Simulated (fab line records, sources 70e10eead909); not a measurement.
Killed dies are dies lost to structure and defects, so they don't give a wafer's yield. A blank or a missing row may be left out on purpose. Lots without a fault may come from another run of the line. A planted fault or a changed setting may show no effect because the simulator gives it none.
fab line records | flow nand_harc
record lots=12 wafers=36 last_day=24
route steps=1159 shown A_BLC@977
lots that met no fault: from a run of the same line without faults
start_h: hours from the record's first day to the start of the lot's first wafer shown | wait_h: hours since the lot's step before | " the same as in the row above | L1.1+2: a row that stands for several wafers | - no value, or no start given | * or withheld: withheld | < > ~ a bound
route shown NAME@n: a module of which the file shows steps, and the number in the route of the first | usual: mean/standard deviation of fault-free wafers | same: alike in all rows | chamber/n: place in a boat | sites: the reading at each site | _std_site: their standard deviation | _edge_site: outer sites' mean less inner sites' | radius_mm: how far each site lies from the wafer's centre | mask NAME#n: copy n | behind: the tool/chamber that last shaped the wafer | hold: why the lot was held/for how many hours/how that ended | device: the transistor (n, p or np) that didn't switch | end of line: the same wafers' tests at the end of the route | a step without rows: its recipe alone | killed: dies lost to structure and defects at the first sort, not the wafer's yield | map: a wafer's dies, x killed, . not, _ none there
set.NAME: the setting as run; set.NAME@STEP: as run at that earlier step | model.NAME: the simulator's own value behind a step, which no gauge read
steps of the route over a sample of lots; a table a step, a row a wafer
services: from which hour (start_h, from the record's first day; less than 0 if before it) a tool's chamber was out of use, for how many hours, and why
## steps
# step NHARC_A_BLC_DESCUM_15
# recipe time_s=3 o2_flow_sccm=200 ar_flow_sccm=0 bias_power_w=0 chemistry=O2
# usual drypump_motor_current_A=5.7/0.63 oes_product_au=1.003/0.012 rf_vpp_V=57.7/0.97 showerhead_plenum_p_Torr=1.91/0.088 throttle_valve_pct=11.313/0.0092
# columns lot.wafer tool chamber start_h wait_h drypump_motor_current_A oes_product_au rf_hours_counter_h rf_vpp_V showerhead_plenum_p_Torr throttle_valve_pct
L378.4 rie_diel-03 2 386.68 0.1 6.8 1.006 20 56.2 1.86 11.303
L378.2 " 3 " " 5.2 0.976 19 56.6 1.92 11.310
L378.5 " 0 " " 4.8 0.999 - 57.4 1.94 11.315
L377.2 rie_diel-08 2 395.93 0.1 5.7 1.000 8 58.0 1.81 11.317
L377.4 " 3 " " 5.0 0.990 6 58.3 1.91 11.300
L377.5 " 2 " " 5.7 1.008 - 57.1 1.81 11.310
L379.2 rie_diel-03 2 408.88 0.1 6.9 1.014 1 58.0 1.86 11.316
L379.1 " 0 " " 4.8 0.997 0 57.4 1.94 11.315
L379.5 " 1 " " 5.3 1.015 - 58.9 2.05 11.319
L382.4 rie_diel-08 3 422.45 0.1 5.0 0.998 9 58.2 1.91 11.306
L382.6 " 0 " " 5.6 0.985 - 59.0 1.77 11.308
L382.5 " 1 " " 6.0 1.008 - 58.7 2.02 11.314
L384.2 rie_diel-03 2 444.54 0.1 6.8 1.000 6 58.6 1.86 11.319
L384.3 " 0 " " 4.8 0.998 5 58.0 1.94 11.315
L384.5 " 2 " " 6.8 1.004 - 58.1 1.86 11.326
L388.2 rie_diel-03 1 448.00 0.1 5.3 1.005 6 58.3 2.05 11.307
L388.1 " 0 " " 4.8 1.014 6 56.8 1.94 11.295
L388.6 " 2 " " 6.8 1.006 - 56.0 1.86 11.321
L387.2 rie_diel-03 1 449.61 0.1 5.3 1.000 7 59.4 2.05 11.322
L387.3 " 2 " " 6.8 1.017 7 56.5 1.86 11.318
L387.1 " 0 " " 4.8 1.006 6 59.1 1.94 11.311
L390.4 rie_diel-03 1 461.96 0.1 5.3 1.000 8 58.4 2.05 11.306
L390.3 " 2 " " 6.8 1.008 8 57.7 1.86 11.308
L390.5 " 1 " " 5.3 1.005 - 59.1 2.05 11.303
L393.4 rie_diel-11 1 474.82 0.1 5.2 1.009 37 57.9 1.78 11.321
L393.3 " 3 " " 5.9 0.986 42 58.3 1.87 11.296
L393.2 " 0 " " 6.1 0.994 39 57.3 1.91 11.328
L389.3 rie_diel-03 0 476.44 0.1 4.8 0.994 10 58.9 1.94 11.315
L389.1 " 1 " " 5.3 1.002 10 58.7 2.05 11.306
L389.6 " 2 " " 6.8 1.019 - 58.0 1.86 11.322
L392.1 rie_diel-03 2 477.86 0.1 6.9 1.013 11 56.6 1.86 11.321
L392.2 " 0 " " 4.9 0.983 11 56.5 1.94 11.329
L392.5 " 2 " " 6.9 1.010 - 58.5 1.86 11.324
L399.1 rie_diel-11 3 523.79 0.1 5.9 1.002 61 56.8 1.86 11.309
L399.4 " 1 " " 5.2 1.019 53 57.3 1.77 11.330
L399.3 " 2 " " 6.5 0.993 58 58.0 1.91 11.317
# step NHARC_A_BLC_ETCH_17
# recipe target_depth_a=3900 over_etch_frac=0.25 time_s=609.38 ion_energy_ev=200 n2_flow_sccm=150 h2_flow_sccm=150 ar_flow_sccm=0 rf_w=400 bias_w=150 chemistry=N2/H2
# usual drypump_motor_current_A=5.7/0.63 oes_product_au=1.003/0.013 rf_vpp_V=430.4/2.7 run_length_s=630.7/0.49 showerhead_plenum_p_Torr=2.04/0.092 throttle_valve_pct=14.171/0.0099
# columns lot.wafer tool chamber start_h wait_h drypump_motor_current_A oes_product_au rf_hours_counter_h rf_vpp_V run_length_s showerhead_plenum_p_Torr throttle_valve_pct
L378.4 rie_diel-03 1 386.93 - 5.4 0.992 21 433.0 631.5 2.19 14.171
L378.2 " 2 " " 6.9 1.010 20 429.5 631.2 1.98 14.161
L378.5 " 0 " " 4.8 0.998 - 431.4 631.1 2.07 14.185
L377.2 rie_diel-08 1 396.09 - 6.0 1.013 7 434.7 630.2 2.16 14.170
L377.4 " 0 " " 5.6 0.982 9 427.7 630.1 1.88 14.163
L377.5 " 2 " " 5.7 1.011 - 428.1 629.7 1.93 14.174
L379.1 rie_diel-03 3 409.10 - 5.3 0.989 0 430.3 630.4 2.05 14.159
L379.2 " 0 " " 4.8 0.990 1 430.8 631.0 2.07 14.162
L379.5 " 2 " " 6.9 1.003 - 428.3 630.8 1.98 14.159
L382.4 rie_diel-08 0 422.73 - 5.6 1.003 12 426.4 630.3 1.88 14.170
L382.5 " 1 " " 6.0 1.025 - 434.3 630.2 2.16 14.178
L382.6 " 2 " " 5.6 0.998 - 428.1 629.4 1.93 14.159
L384.3 rie_diel-03 2 444.71 - 6.9 1.016 6 429.1 630.7 1.98 14.169
L384.2 " 0 " " 4.8 0.995 5 431.4 631.4 2.07 14.174
L384.5 " 3 " " 5.3 1.001 - 431.6 630.4 2.05 14.184
L388.1 rie_diel-03 3 448.18 - 5.3 1.003 6 433.0 630.6 2.05 14.153
L388.2 " 1 " " 5.4 1.004 6 436.7 631.4 2.19 14.158
L388.6 " 3 " " 5.3 1.010 - 432.0 630.4 2.05 14.180
L387.2 rie_diel-03 3 449.83 - 5.3 1.011 6 431.0 631.1 2.05 14.159
L387.3 " 0 " " 4.9 1.005 6 430.9 631.3 2.07 14.169
L387.1 " 1 " " 5.4 1.001 7 434.8 631.2 2.19 14.173
L390.3 rie_diel-03 0 462.18 - 4.8 1.002 8 430.9 630.9 2.07 14.154
L390.4 " 1 " " 5.4 1.002 8 434.5 631.3 2.19 14.173
L390.5 " 3 " " 5.3 1.017 - 429.1 630.4 2.05 14.157
L393.2 rie_diel-11 2 475.04 - 6.5 1.015 41 431.0 630.2 2.04 14.179
L393.3 " 3 " " 5.9 0.997 42 428.5 630.4 1.99 14.165
L393.4 " 0 " " 6.0 0.992 39 429.1 630.7 2.04 14.176
L389.1 rie_diel-03 1 476.66 - 5.3 1.008 10 435.2 589.6 2.19 14.172
L389.3 " 0 " " 4.8 0.997 11 431.7 590.0 2.07 14.178
L389.6 " 1 " " 5.4 1.001 - 434.5 589.9 2.19 14.148
L392.2 rie_diel-03 0 478.02 - 4.8 0.993 11 431.1 589.6 2.07 14.177
L392.1 " 2 " " 6.9 1.011 11 428.9 589.5 1.98 14.170
L392.5 " 1 " " 5.3 0.999 - 434.4 589.5 2.19 14.194
L399.4 rie_diel-11 3 523.97 - 5.9 0.991 61 428.1 630.5 1.98 14.167
L399.3 " 1 " " 5.2 1.015 53 423.5 631.4 1.88 14.167
L399.1 " 2 " " 6.5 0.989 58 429.9 630.6 2.04 14.166
# step NHARC_A_BLC_CVD_24
# recipe target_thk_a=1500 temp_c=300 pressure_torr=40 wf6_flow_sccm=40 h2_flow_sccm=1600 ar_flow_sccm=1560 time_s=434 material=W
# usual heater_power_w=506/44 susceptor_temp_C=300.02/0.22 throttle_valve_pct=8.28/0.3
# columns lot.wafer tool chamber start_h wait_h heater_power_w susceptor_temp_C throttle_valve_pct
L378.2 cvd_w-01 0 - - 459 300.07 8.44
L378.4 " 0 " " 457 299.93 8.30
L378.5 " 0 " " 460 299.90 8.04
L377.2 cvd_w-01 1 - - 558 300.01 7.78
L377.4 " 0 " " 454 300.16 8.45
L377.5 " 1 " " 564 299.87 7.88
L379.2 cvd_w-01 1 - - 572 299.78 8.12
L379.1 " 0 " " 458 300.25 8.40
L379.5 " 0 " " 458 300.06 8.12
L382.4 cvd_w-02 1 - - 529 299.83 8.00
L382.5 " 0 " " 477 300.23 8.51
L382.6 " 1 " " 522 299.96 8.02
L384.2 cvd_w-01 1 - - 552 300.03 7.91
L384.3 " 1 " " 560 299.69 8.06
L384.5 " 1 " " 568 299.55 7.87
L388.2 cvd_w-01 1 - - 557 299.96 7.92
L388.1 " 0 " " 454 300.08 8.37
L388.6 " 0 " " 462 300.10 8.25
L387.1 cvd_w-01 0 - - 464 299.86 8.58
L387.2 " 1 " " 543 299.75 8.00
L387.3 " 0 " " 465 299.98 8.47
L390.3 cvd_w-02 0 - - 471 299.86 8.82
L390.4 " 1 " " 532 299.86 8.28
L390.5 " 1 " " 544 299.62 8.13
L393.2 cvd_w-02 1 - - 536 300.01 8.49
L393.4 " 0 " " 476 300.06 8.54
L393.3 " 1 " " 560 299.61 8.37
L389.1 cvd_w-02 1 - - 525 300.09 8.12
L389.3 " 1 " " 534 299.85 8.13
L389.6 " 1 " " 554 300.03 8.13
L392.1 cvd_w-02 0 - - 477 299.89 8.67
L392.2 " 1 " " 527 300.38 8.27
L392.5 " 0 " " 476 300.25 8.82
L399.1 cvd_w-02 0 - - 485 300.13 8.55
L399.3 " 0 " " 481 300.28 8.87
L399.4 " 1 " " 525 299.83 8.35
# step NHARC_A_BLC_CMP_25
# recipe t_overpolish_s=30 target_thk_nm=150
# usual motor_current_A=11.2/1.1 overpolish_run_s=29.999/0.0091 time_to_endpoint_s=30/3.6
# same t_overpolish_s=30
# columns lot.wafer tool chamber start_h wait_h motor_current_A overpolish_run_s time_to_endpoint_s
L378.4 cmp-02 1 394.00 0.2 11.2 29.999 25
L378.2 " 0 " " 11.0 29.996 28
L378.5 " 1 " " 11.0 30.010 26
L377.2 cmp-02 2 402.93 0.4 10.9 29.993 34
L377.4 " 3 " " 11.0 29.996 32
L377.5 " 2 " " 10.5 29.991 32
L379.1 cmp-02 0 417.22 0.4 10.7 29.994 29
L379.2 " 1 " " 11.1 30.003 25
L379.5 " 3 " " 10.9 29.994 28
L382.4 cmp-01 3 425.26 0.3 11.5 30.024 39
L382.5 " 3 " " 10.9 29.980 38
L382.6 " 0 " " 14.3 30.001 33
L384.2 cmp-04 2 449.04 0.4 10.2 30.001 33
L384.3 " 3 " " 10.3 30.002 27
L384.5 " 3 " " 10.7 29.985 26
L388.2 cmp-04 2 450.60 0.5 10.2 29.987 37
L388.1 " 0 " " 12.2 29.992 25
L388.6 " 3 " " 10.7 30.003 29
L387.3 cmp-04 0 452.48 0.3 12.2 30.000 21
L387.1 " 2 " " 10.1 29.984 33
L387.2 " 3 " " 11.0 30.004 31
L390.4 cmp-02 0 464.53 0.2 10.5 30.010 29
L390.3 " 2 " " 10.1 30.004 31
L390.5 " 1 " " 10.7 29.997 28
L393.3 cmp-02 0 477.37 0.2 10.7 30.004 28
L393.4 " 1 " " 11.3 29.986 28
L393.2 " 2 " " 10.4 29.995 30
L389.3 cmp-04 1 479.03 0.2 11.1 30.013 29
L389.1 " 2 " " 10.0 29.992 36
L389.6 " 2 " " 10.1 30.027 36
L392.2 cmp-04 0 480.41 0.4 12.0 30.001 24
L392.1 " 2 " " 9.6 30.001 34
L392.5 " 1 " " 11.0 30.008 29
L399.3 cmp-04 1 528.79 0.3 11.7 30.001 30
L399.1 " 2 " " 10.1 30.000 36
L399.4 " 3 " " 10.8 30.009 32
## services
# columns tool chamber start_h hours kind
rie_diel-11 - 366.65 9.0 pm
rie_diel-08 3 373.46 14.7 repair
cmp-01 - 375.66 4.0 pm
cmp-01 - 389.09 2.3 repair
rie_diel-03 - 392.31 9.0 pm
cvd_w-02 - 393.90 13.0 pm
cmp-04 - 399.21 4.0 pm
cmp-02 - 399.33 1.5 repair
cmp-01 - 404.48 0.6 repair
cmp-02 - 422.66 4.0 pm
rie_diel-08 - 424.65 61.7 repair
cmp-02 - 430.78 2.2 repair
cmp-01 - 473.66 4.0 pm
cvd_w-01 - 476.85 13.0 pm
rie_diel-08 - 486.38 9.0 pm
cmp-04 - 491.35 2.7 repair
cmp-02 - 492.94 2.3 repair
cmp-04 - 497.21 4.0 pm
cmp-02 - 497.89 0.5 repair
rie_diel-03 - 512.05 0.4 repair
cmp-02 - 512.64 5.2 repair
cmp-02 - 519.07 7.9 repair
cmp-04 - 524.54 0.5 repair
cmp-02 - 527.02 4.0 pm
## key
first_sign step=NHARC_A_BLC_ETCH_17 reading=run_length_s direction=down sigmas=83 usual=* struck=*
effect none on later readings
met_at NHARC_A_BLC_ETCH_17
struck_lots L389,L392
tester_left_out L389,L392
not_acting_at NHARC_A_BLC_DESCUM_15,NHARC_A_BLC_CVD_24,NHARC_A_BLC_CMP_25
onset_between 462.18 476.66
fault kind=process_parameter_drift tool=rie_diel-03 chamber=- onset_h=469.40 steps=NHARC_A_BLC_ETCH_17 channel=time_s offset=* shape=step end_h=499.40 acts_in=* stated=*
# tester_left_out: of these lots the tester's yield and bins aren't shown, on N5 and GAA mostly nor the transistor test; their killed dies are dies lost to structure and defects alone, not to doping, threshold or leakage, so they don't give the yield
